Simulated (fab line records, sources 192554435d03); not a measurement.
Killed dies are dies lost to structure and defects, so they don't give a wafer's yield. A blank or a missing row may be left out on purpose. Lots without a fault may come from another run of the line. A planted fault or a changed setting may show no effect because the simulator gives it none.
Chamber matching | flow n5_finfet | N5_BEOL_M0_CUTY_DESCUM_61 on rie_diel-03: 4 sister chambers
The step chemistry O2, time 7.9 s. 18 wafers are shown with their chamber, then 9 later ones without.

WAFERS WITH THEIR CHAMBER
wafer  | chamber | drypump_motor_current_A (A) | throttle_valve_pct (%) | showerhead_plenum_p_Torr (Torr)
L074.1 | 2       | 6.3                         | 20.6                   | 2.11
L074.4 | 1       | 5.8                         | 20.5                   | 2.14
L074.6 | 3       | 5.1                         | 20.5                   | 2.11
L075.2 | 1       | 5.7                         | 20.5                   | 2.14
L075.4 | 2       | 6.3                         | 20.6                   | 2.11
L075.5 | 3       | 5.1                         | 20.5                   | 2.11
L077.1 | 3       | 5.1                         | 20.5                   | 2.11
L077.2 | 2       | 6.3                         | 20.6                   | 2.11
L077.4 | 0       | 5.3                         | 20.9                   | 2.16
L085.2 | 0       | 5.3                         | 20.9                   | 2.15
L085.4 | 1       | 5.8                         | 20.5                   | 2.13
L085.6 | 0       | 5.3                         | 20.9                   | 2.15
L086.1 | 2       | 6.3                         | 20.7                   | 2.10
L086.2 | 3       | 5.2                         | 20.5                   | 2.10
L086.3 | 0       | 5.3                         | 20.9                   | 2.15
L088.1 | 1       | 5.8                         | 20.5                   | 2.13
L088.4 | 3       | 5.2                         | 20.5                   | 2.10
L088.5 | 1       | 5.8                         | 20.5                   | 2.13

SIGNATURES (means of the wafers above)
reading                  | chamber 0 | chamber 1 | chamber 2 | chamber 3 | scatter within a chamber
drypump_motor_current_A  | 5.300     | 5.780     | 6.300     | 5.140     | 0.0378
throttle_valve_pct       | 20.900    | 20.500    | 20.625    | 20.500    | 0.0231
showerhead_plenum_p_Torr | 2.1525    | 2.1340    | 2.1075    | 2.1060    | 0.00528
Rule: a wafer's distance from a chamber is the root of the sum, over the readings, of the square of ((its reading less the chamber's mean) divided by the reading's scatter). The wafer belongs to the nearest chamber; if the next one is less than 2 further off, it can't be placed. The scatter: the root of (the sum of the squares of (reading less its chamber's mean) over the shown wafers, divided by (wafers less chambers)).

WAFERS WITHOUT THEIR CHAMBER
wafer  | drypump_motor_current_A (A) | throttle_valve_pct (%) | showerhead_plenum_p_Torr (Torr)
L089.1 | 5.8                         | 20.5                   | 2.13
L089.4 | 6.3                         | 20.7                   | 2.10
L089.6 | 5.7                         | 20.5                   | 2.13
L092.2 | 5.3                         | 20.5                   | 2.15
L092.4 | 5.2                         | 20.6                   | 2.10
L092.5 | 5.1                         | 20.6                   | 2.10
L094.4 | 6.2                         | 20.7                   | 2.09
L094.5 | 5.1                         | 20.6                   | 2.09
L094.6 | 6.2                         | 20.7                   | 2.09

WHICH CHAMBER EACH WENT THROUGH
wafer  | from the rows above | in truth
L089.1 | 1                   | 1
L089.4 | 2                   | 2
L089.6 | 1                   | 1
L092.2 | 3                   | 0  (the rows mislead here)
L092.4 | 3                   | 3
L092.5 | 3                   | 3
L094.4 | 2                   | 2
L094.5 | 3                   | 3
L094.6 | 2                   | 2
Placed correctly: 8 of 9. Can't be placed from these rows: 0. Placed wrongly: 1.
